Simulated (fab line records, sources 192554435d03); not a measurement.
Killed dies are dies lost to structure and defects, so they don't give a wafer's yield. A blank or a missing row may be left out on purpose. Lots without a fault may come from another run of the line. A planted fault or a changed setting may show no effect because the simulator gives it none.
Which tool did it? | flow n5_finfet | 12 lots, 36 wafers sampled, at 2 steps of a route of 1938

WHAT THE GAUGES READ, wafer by wafer
N5_BEOL_M10_CD_MEAS_11: target cd 64.1 nm.
lot  | measured     | on        | cd_nm (nm)
L075 | day 10 05:38 | cd_sem-03 | 63.6 64.0 63.9
L077 | day 10 12:07 | cd_sem-02 | 63.9 64.1 63.6
L079 | day 11 00:14 | cd_sem-02 | 63.8 63.4 63.2
L081 | day 11 13:16 | cd_sem-03 | 64.8 64.1 65.1
L083 | day 12 01:32 | cd_sem-03 | 63.1 63.4 64.0
L084 | day 12 08:43 | cd_sem-02 | 64.2 64.3 64.5
L087 | day 13 09:59 | cd_sem-02 | 64.2 64.5 64.1
L088 | day 13 23:04 | cd_sem-02 | 64.6 64.6 64.5
L090 | day 14 21:39 | cd_sem-01 | 64.0 64.3 64.9
L093 | day 16 03:42 | cd_sem-01 | 64.1 63.5 64.6
L096 | day 16 12:29 | cd_sem-03 | 64.7 64.0 64.5
L095 | day 17 23:12 | cd_sem-02 | 64.0 63.5 64.3

WHICH TOOL RAN EACH LOT (tool, then ch and the chambers of the sampled wafers, then the start)
lot  | N5_BEOL_M10_CURE_71
L075 | uv_cure-03 ch 1, day 10 01:37
L077 | uv_cure-02 ch 1, day 10 10:27
L079 | uv_cure-03 ch 1, day 10 22:23
L081 | uv_cure-03 ch 1, day 11 12:14
L083 | uv_cure-02 ch 2, day 11 21:43
L084 | uv_cure-03 ch 2, day 12 06:43
L087 | uv_cure-01 ch 1, day 13 09:14
L088 | uv_cure-01 ch 2, day 13 21:17
L090 | uv_cure-03 ch 2, day 14 20:16
L093 | uv_cure-03 ch 2, day 16 02:52
L096 | uv_cure-01 ch 0, day 16 08:22
L095 | uv_cure-01 ch 2, day 17 22:02
- N5_BEOL_M10_CURE_71: cures SiCOH lowk, time 240 s.

THE ANSWER, worked out from the rows above alone
Rule: what is usual is taken from the lots themselves. Put in order of their means at a reading, lots are off if they are a third of the lots or fewer, leave a main group of 4 or more, and stand apart from it by a gap of 3 or more times the standard deviation of the main group's means; of several such gaps the widest counts. A main group whose means are all the same, to the digits that the tables above print for the reading, isn't used. A lot without any number at a reading at which 4 lots or more have one is off too. The other lots that the step has rows for count as sound.
No lot is off at any reading shown: from this, nothing can be told.

WHAT THE SIMULATOR HAD PUT IN
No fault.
